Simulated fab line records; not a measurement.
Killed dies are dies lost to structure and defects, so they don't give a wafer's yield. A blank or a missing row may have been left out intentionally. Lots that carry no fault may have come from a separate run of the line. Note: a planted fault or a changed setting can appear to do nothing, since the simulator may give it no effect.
Chamber matching    flow n5Finfet    N5_MOL_CONTACT_COAG_ETCH_105 on rieDiel-05: 4 sister chambers
The step etches SiARC in CF4, target depth 15.6 nm, time 26 s. 4 wafers are shown with their chamber, then 8 later ones without.

== WAFERS, EACH WITH ITS CHAMBER ==
wafer   chamber  drypumpMotorCurrentA (A)
L085.1  3        5.7
L089.1  1        5.1
L089.5  2        6.2
L091.2  0        5.7

== WAFERS WITH NO CHAMBER GIVEN ==
wafer   drypumpMotorCurrentA (A)
L091.4  5.1
L091.5  6.2
L096.3  6.2
L096.4  5.7
L096.5  5.8
L097.1  5.6
L097.2  6.2
L097.3  5.1

== CHAMBER TAKEN BY EACH ==
wafer   from the rows above      in truth
L091.4  1                        1
L091.5  2                        2
L096.3  2                        2
L096.4  can't be placed: 0 or 3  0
L096.5  can't be placed: 0 or 3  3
L097.1  can't be placed: 0 or 3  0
L097.2  2                        2
L097.3  1                        1
5 of 8 placed correctly. Can't be placed from these rows: 3 (the true chamber is among the candidates in 3). Number placed wrongly: 0.
How it was worked out, from the rows above alone: a wafer's distance from a chamber is the root of the sum, over the readings, of the square of ((its reading less the chamber's mean) divided by the reading's scatter). If the next closest chamber is less than 2 further off than the closest, the wafer can't be placed; otherwise it belongs to the closest. For every chamber, the mean is computed from those of its wafers that are shown. The scatter (one wafer shown for each chamber): square how far every hidden wafer sits from the nearest shown wafer, average those squares and take the square root.
